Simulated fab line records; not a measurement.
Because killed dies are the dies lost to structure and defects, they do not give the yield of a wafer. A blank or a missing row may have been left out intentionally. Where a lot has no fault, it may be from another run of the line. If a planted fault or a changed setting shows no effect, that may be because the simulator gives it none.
fab line records	flow nand-harc
[record] lots = 13	wafers = 39	last-day = 24
route steps=1159 shown A_ONON_D1@440 THIN_TSV@1116 END@1159
lots that met no fault: taken from a fault-free run of the same line
start-h: start of the lot's first displayed wafer, in hours after the record's first day	wait-h: hours since the lot's step before	" repeats the value in the row above	L1.1+2: one row covering several wafers at once	- either no value or no given start	* or withheld: withheld	< > ~ a bound
route shown NAME@n: names a module that has steps shown in the file, with the first one's number in the route	usual: mean and standard deviation over wafers with no fault	same: alike in all rows	chamber/n: place in a boat	sites: each site's reading	_std_site: the values' standard deviation	_edge_site: mean of outer sites minus mean of inner sites	radius-mm: how far each site lies from the wafer's centre	mask NAME#n: copy n	behind: the last tool/chamber to shape the wafer	hold: why the lot went on hold/how many hours it stayed there/how the hold came to an end	device: names the non-switching transistor (n, p or np)	end of line: tests run on the same wafers once the route is complete	step lacking rows: just its recipe	killed: dies that structure and defects cost at the first sort, which is not the same as the wafer's yield	map: a wafer's dies, marking killed ones x, the rest . and places with no die _
set.NAME: the setting the step ran with; set.NAME@STEP: the setting that earlier step ran with	model.NAME: the simulator's own value behind a step, which no gauge read
one table for each step of the route and one row for each wafer, over a sample of lots
services: the hour from which a tool's chamber was out of use, counted from the record's first day as start-h (under 0 if before that day), plus the number of hours and why
[[steps]]
[step NHARC_A_ONON_D1_DEP_22]
[recipe] target-thk-a = 10000	n2-flow-sccm = 2750	n2o-flow-sccm = 2000	nh3-flow-sccm = 500	sih4-flow-sccm = 210	temp-c = 400
[usual] sih4-flow-sccm = 210.1/0.61	susceptor-temp-C = 400.02/0.23
lot.wafer	tool	chamber	start-h	wait-h	sih4-flow-sccm	susceptor-temp-C
L458.2	pecvd-onon-04	0	163.70	0.1	211.2	400.00
L458.5	"	0	"	"	210.4	400.20
L458.6	"	0	"	"	209.4	400.33
L459.1	pecvd-onon-02	0	176.47	0.1	210.6	399.66
L459.5	"	0	"	"	210.6	399.66
L459.6	"	0	"	"	210.9	399.93
L462.1	pecvd-onon-01	0	183.43	0.1	208.9	399.84
L462.5	"	0	"	"	210.0	400.02
L462.6	"	0	"	"	209.2	400.22
L461.2	pecvd-onon-04	0	183.48	0.1	210.1	399.98
L461.3	"	0	"	"	210.6	400.17
L461.5	"	0	"	"	210.5	400.21
L460.2	pecvd-onon-02	0	183.49	0.1	210.6	400.07
L460.4	"	0	"	"	209.6	400.12
L460.6	"	0	"	"	209.5	399.76
L463.1	pecvd-onon-04	0	208.95	0.1	210.3	400.15
L463.2	"	0	"	"	209.8	399.99
L463.4	"	0	"	"	210.5	400.27
L471.3	pecvd-onon-01	0	242.71	0.2	210.8	399.96
L471.5	"	0	"	"	209.9	399.97
L471.6	"	0	"	"	210.0	399.74
L469.1	pecvd-onon-01	0	242.94	0.1	209.6	399.74
L469.5	"	0	"	"	210.3	399.93
L469.6	"	0	"	"	210.9	399.90
L472.1	pecvd-onon-01	0	258.31	0.1	211.0	399.37
L472.2	"	0	"	"	211.2	399.81
L472.4	"	0	"	"	209.9	399.79
L476.1	pecvd-onon-02	0	274.55	0.1	211.0	400.23
L476.2	"	0	"	"	210.5	399.75
L476.4	"	0	"	"	210.2	400.31
L477.1	pecvd-onon-02	0	277.99	0.1	211.0	399.89
L477.3	"	0	"	"	210.1	399.91
L477.4	"	0	"	"	210.2	399.58
L478.1	pecvd-onon-04	0	278.01	0.1	209.3	399.92
L478.3	"	0	"	"	209.2	400.24
L478.4	"	0	"	"	209.5	399.97
L479.1	pecvd-onon-04	0	289.12	0.1	210.0	399.87
L479.2	"	0	"	"	209.9	400.25
L479.3	"	0	"	"	209.9	399.98
[step NHARC_THIN_TSV_CD_MEAS_12]
[recipe] target-cd-nm = 1000	landing-energy-ev = 500
[usual] cd-nm = 1000.2/1.9
lot.wafer	tool	chamber	start-h	wait-h	cd-nm
L458.2	cd-sem-01	0	426.04	-	1004.1
L458.5	"	0	"	"	1003.7
L458.6	"	0	"	"	1002.6
L462.1	cd-sem-02	0	439.89	-	997.6
L462.5	"	0	"	"	998.6
L462.6	"	0	"	"	997.9
L459.1	cd-sem-02	0	441.19	-	1000.3
L459.5	"	0	"	"	1002.3
L459.6	"	0	"	"	1000.9
L460.2	cd-sem-01	0	442.32	-	999.4
L460.4	"	0	"	"	999.0
L460.6	"	0	"	"	998.2
L461.2	cd-sem-03	0	443.52	-	1000.6
L461.3	"	0	"	"	1005.7
L461.5	"	0	"	"	1002.7
L463.1	cd-sem-03	0	466.14	-	998.8
L463.2	"	0	"	"	997.5
L463.4	"	0	"	"	997.4
L471.3	cd-sem-01	0	492.81	-	998.1
L471.5	"	0	"	"	997.7
L471.6	"	0	"	"	1001.4
L469.1	cd-sem-01	0	514.70	-	1001.4
L469.5	"	0	"	"	1002.5
L469.6	"	0	"	"	999.8
L472.1	cd-sem-03	0	515.81	-	999.6
L472.2	"	0	"	"	1000.7
L472.4	"	0	"	"	1000.8
L476.1	cd-sem-03	0	533.63	-	997.7
L476.2	"	0	"	"	997.6
L476.4	"	0	"	"	1000.6
L478.1	cd-sem-03	0	534.82	-	999.0
L478.3	"	0	"	"	998.0
L478.4	"	0	"	"	999.0
L477.1	cd-sem-01	0	538.16	-	1000.1
L477.3	"	0	"	"	1000.2
L477.4	"	0	"	"	1000.8
L479.1	cd-sem-02	0	554.32	-	1001.8
L479.2	"	0	"	"	1001.3
L479.3	"	0	"	"	1001.1
[step NHARC_THIN_TSV_DEGAS_49]
[recipe] temp-c = 300	time-s = 120
[usual] heater-power-w = 492/57	susceptor-temp-C = 300.01/0.18
lot.wafer	tool	chamber	start-h	wait-h	heater-power-w	susceptor-temp-C
L458.2	pvd-sputter-03	-	428.99	0.2	492	300.15
L458.5	"	-	"	"	554	300.02
L458.6	"	-	"	"	410	300.30
L462.1	pvd-sputter-02	-	442.78	0.2	540	300.03
L462.5	"	-	"	"	488	299.92
L462.6	"	-	"	"	465	300.18
L459.1	pvd-sputter-03	-	444.27	0.1	550	300.15
L459.6	"	-	"	"	402	300.11
L459.5	"	-	"	"	542	300.00
L460.4	pvd-sputter-03	-	445.17	0.1	404	299.80
L460.2	"	-	"	"	543	299.90
L460.6	"	-	"	"	402	299.95
L461.3	pvd-sputter-02	-	446.40	0.1	547	300.01
L461.2	"	-	"	"	495	300.19
L461.5	"	-	"	"	553	300.18
L463.1	pvd-sputter-03	-	468.94	0.1	564	300.05
L463.2	"	-	"	"	401	300.15
L463.4	"	-	"	"	526	300.08
L471.3	pvd-sputter-01	-	495.74	0.1	463	300.15
L471.6	"	-	"	"	439	299.76
L471.5	"	-	"	"	372	299.96
L469.1	pvd-sputter-02	-	517.71	0.2	471	300.26
L469.6	"	-	"	"	541	300.21
L469.5	"	-	"	"	539	300.40
L472.2	pvd-sputter-02	-	518.68	0.2	467	299.80
L472.4	"	-	"	"	527	299.62
L472.1	"	-	"	"	490	300.01
L476.4	pvd-sputter-02	-	536.40	0.1	561	300.06
L476.1	"	-	"	"	491	299.99
L476.2	"	-	"	"	473	299.65
L478.4	pvd-sputter-01	-	537.60	0.1	535	-
L478.1	"	-	"	"	443	-
L478.3	"	-	"	"	446	-
L477.3	pvd-sputter-03	-	541.11	0.1	583	299.95
L477.1	"	-	"	"	399	300.20
L477.4	"	-	"	"	529	300.19
L479.1	pvd-sputter-02	-	557.21	0.1	476	299.87
L479.3	"	-	"	"	538	299.65
L479.2	"	-	"	"	493	299.80
[step NHARC_THIN_TSV_STRIP_56]
[recipe] power-w = 1500	temp-c = 250	chemistry = O2
[usual] drypump-motor-current-A = 6.0/0.42	heater-power-w = 310/15
lot.wafer	tool	chamber	start-h	wait-h	drypump-motor-current-A	heater-power-w	rf-hours-counter-h
L458.2	plasma-asher-01	0	432.81	0.1	6.4	293	52
L458.6	"	1	"	"	6.2	346	-
L458.5	"	0	"	"	6.4	290	-
L462.1	plasma-asher-02	1	446.58	0.1	5.3	302	24
L462.5	"	0	"	"	6.1	315	-
L462.6	"	1	"	"	5.3	299	-
L459.1	plasma-asher-01	0	448.03	0.1	6.4	289	59
L459.5	"	0	"	"	6.3	286	-
L459.6	"	1	"	"	6.3	340	-
L460.2	plasma-asher-02	1	448.98	0.1	5.3	308	25
L460.4	"	1	"	"	5.3	303	-
L460.6	"	1	"	"	5.3	311	-
L461.2	plasma-asher-02	1	450.51	0.2	5.3	300	26
L461.3	"	0	"	"	6.1	315	-
L461.5	"	1	"	"	5.3	307	-
L463.2	plasma-asher-01	0	472.63	0.1	6.3	295	5
L463.1	"	1	"	"	6.3	325	5
L463.4	"	1	"	"	6.3	324	-
L471.3	plasma-asher-02	0	499.65	0.2	6.1	317	-
L471.5	"	1	"	"	5.3	307	-
L471.6	"	0	"	"	6.1	315	-
L469.1	plasma-asher-01	0	521.40	0.1	6.4	292	23
L469.5	"	1	"	"	6.2	314	-
L469.6	"	0	"	"	6.4	289	-
L472.2	plasma-asher-02	0	522.71	0.1	6.1	312	48
L472.1	"	1	"	"	5.3	304	48
L472.4	"	1	"	"	5.3	301	-
L476.2	plasma-asher-01	1	540.37	0.1	6.2	328	29
L476.1	"	0	"	"	6.4	289	29
L476.4	"	1	"	"	6.2	334	-
L478.1	plasma-asher-01	1	541.46	0.2	6.3	325	30
L478.3	"	0	"	"	6.4	292	-
L478.4	"	1	"	"	6.3	320	-
L477.1	plasma-asher-01	0	544.84	0.1	6.3	292	33
L477.3	"	0	"	"	6.3	293	-
L477.4	"	1	"	"	6.3	328	-
L479.1	plasma-asher-01	0	561.01	0.1	6.4	289	40
L479.2	"	1	"	"	6.2	318	40
L479.3	"	0	"	"	6.3	290	-
[step NHARC_END_SORT_01]
[recipe] temp-c = 25
[usual] killed-at-array = 27/8	killed-at-other = 0.8/1.2	killed-at-periphery = 3.3/2.3	killed-dies = 31/8.8	killed-open = 3.2/2.1	killed-short = 2.1/1.4
[same] gross-dies = 677
lot.wafer	tool	chamber	start-h	wait-h	killed-at-array	killed-at-other	killed-at-periphery	killed-dies	killed-open	killed-short
L471.3	prober-02	0	511.19	3.1	62	1	3	66	2	5
L471.5	prober-02	0	512.78	3.7	66	2	0	68	7	4
L471.6	prober-02	0	513.57	4.0	61	0	1	62	4	0
L472.1	prober-02	0	529.72	2.5	68	1	7	76	1	1
L472.2	prober-02	0	530.53	2.8	76	1	1	78	3	5
L472.4	prober-02	0	532.15	3.4	57	0	1	58	2	1
L469.1	prober-01	0	529.78	2.6	81	4	1	86	1	1
L469.5	prober-01	0	532.99	3.7	74	0	2	76	2	0
L469.6	prober-01	0	533.79	4.0	71	2	5	78	2	1
// killed by level:class
L471.3 A_ONON_D1:unspecified=38 A_CHANNEL_HOLE_D1:chamber-film-flake=9 A_CONTACT:chamber-film-flake=7 A_ONON_D1:geometric-particle:short=1 A_CHANNEL_FILL_D1:geometric-particle:short=1 A_SGD_CUT:geometric-particle:short=1 A_WL_FILL:geometric-particle:short=1 A_WL_FILL:geometric-particle:open=1
L471.5 A_ONON_D1:unspecified=38 A_CHANNEL_HOLE_D1:chamber-film-flake=13 A_WL_FILL:geometric-particle:open=4 A_CONTACT:chamber-film-flake=4 A_M0:geometric-particle:open=3 A_CHANNEL_FILL_D1:geometric-particle:short=1 A_WL_FILL:geometric-particle:short=1 A_BLC:geometric-particle:short=1
L471.6 A_ONON_D1:unspecified=36 A_CHANNEL_HOLE_D1:chamber-film-flake=15 A_STAIRCASE:chamber-film-flake=3 A_CONTACT:chamber-film-flake=3 A_CHANNEL_FILL_D1:geometric-particle:open=1 A_WL_FILL:geometric-particle:open=1 A_CONTACT:geometric-particle:open=1 A_BLC:geometric-particle:open=1
L472.1 A_ONON_D1:unspecified=44 A_CHANNEL_HOLE_D1:chamber-film-flake=18 P_M1:chamber-film-flake=3 A_STAIRCASE:chamber-film-flake=3 P_GATE:chamber-film-flake=2 A_CONTACT:chamber-film-flake=2 P_CONTACT:geometric-particle:open=1 A_STAIRCASE:geometric-particle:short=1
L469.1 A_ONON_D1:unspecified=39 A_CHANNEL_HOLE_D1:chamber-film-flake=18 A_SLIT:chamber-film-flake=17 THIN_TSV:chamber-film-flake=4 A_CONTACT:chamber-film-flake=3 A_STAIRCASE:chamber-film-flake=2 A_CONTACT:geometric-particle:short=1 A_BLC:geometric-particle:open=1
L472.2 A_ONON_D1:unspecified=40 A_CHANNEL_HOLE_D1:chamber-film-flake=18 A_CONTACT:chamber-film-flake=10 A_M0:geometric-particle:short=2 P_CONTACT:geometric-particle:open=1 A_SOURCE_PLATE:geometric-particle:short=1 A_ONON_D1:geometric-particle:short=1 A_CHANNEL_FILL_D1:geometric-particle:open=1
L472.4 A_ONON_D1:unspecified=39 A_CHANNEL_HOLE_D1:chamber-film-flake=11 A_CONTACT:chamber-film-flake=4 P_STI:geometric-particle:open=1 A_CHANNEL_FILL_D1:geometric-particle:open=1 A_WL_FILL:geometric-particle:short=1 A_STAIRCASE:chamber-film-flake=1
L469.5 A_ONON_D1:unspecified=44 A_CHANNEL_HOLE_D1:chamber-film-flake=14 A_SLIT:chamber-film-flake=14 P_M2:geometric-particle:open=1 A_CONTACT:geometric-particle:open=1 P_BONDPAD:chamber-film-flake=1 A_STAIRCASE:chamber-film-flake=1
L469.6 A_ONON_D1:unspecified=43 A_CHANNEL_HOLE_D1:chamber-film-flake=14 A_SLIT:chamber-film-flake=10 A_CONTACT:chamber-film-flake=3 P_ZERO_WELL:chamber-film-flake=2 THIN_TSV:chamber-film-flake=2 P_GATE:geometric-particle:open=1 P_M0:geometric-particle:open=1
[[services]]
tool	chamber	start-h	hours	kind
plasma-asher-01	-	151.27	1.7	repair
plasma-asher-02	-	174.65	0.9	repair
pecvd-onon-01	-	195.00	13.0	pm
pvd-sputter-02	-	214.00	10.0	pm
plasma-asher-02	-	215.56	1.7	repair
pecvd-onon-04	-	237.00	13.0	pm
plasma-asher-01	-	276.20	9.0	pm
pvd-sputter-03	-	280.00	10.0	pm
pvd-sputter-02	-	317.08	6.1	repair
pvd-sputter-03	-	343.46	1.4	repair
plasma-asher-02	-	362.29	9.0	pm
pvd-sputter-02	-	392.00	10.0	pm
pecvd-onon-04	-	418.34	13.0	pm
plasma-asher-02	-	422.11	1.7	repair
pvd-sputter-03	-	440.19	3.5	repair
plasma-asher-01	-	453.20	9.0	pm
pvd-sputter-03	-	458.00	10.0	pm
plasma-asher-02	-	459.37	6.4	repair
plasma-asher-01	-	474.87	0.4	repair
pvd-sputter-03	-	505.02	1.3	repair
plasma-asher-02	-	507.72	8.0	repair
plasma-asher-01	-	536.35	0.4	repair
plasma-asher-02	-	539.29	9.0	pm
plasma-asher-02	-	558.83	4.0	repair
[[key]]
[first-sign] step = NHARC_END_SORT_01	reading = killed-at-array	direction = up	sigmas = 5.2	usual = 27	struck = 68
[effect] step = NHARC_END_SORT_01	reading = killed-dies	direction = up	sigmas = 4.7	usual = 31	struck = 72
[more-kills-born-at] NHARC_A_ONON_D1_DEP_22@pecvd-onon-01 = 361
met-at NHARC_A_ONON_D1_DEP_22
struck-lots L469,L471,L472
tester-left-out L469,L471,L472
not-acting-at NHARC_THIN_TSV_CD_MEAS_12,NHARC_THIN_TSV_DEGAS_49,NHARC_THIN_TSV_STRIP_56
[fault] kind = chamber-particle-source	tool = pecvd-onon-01	chamber = -	onset-h = 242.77	steps = NHARC_A_ONON_D1_DEP_22	rate-per-visit-cm2 = 1.5816	end-h = 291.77
// tester-left-out: of these lots the tester's yield and bins aren't shown, on N5 and GAA mostly nor the transistor test; their killed dies are dies lost to structure and defects alone, not to doping, threshold or leakage, so they don't give the yield
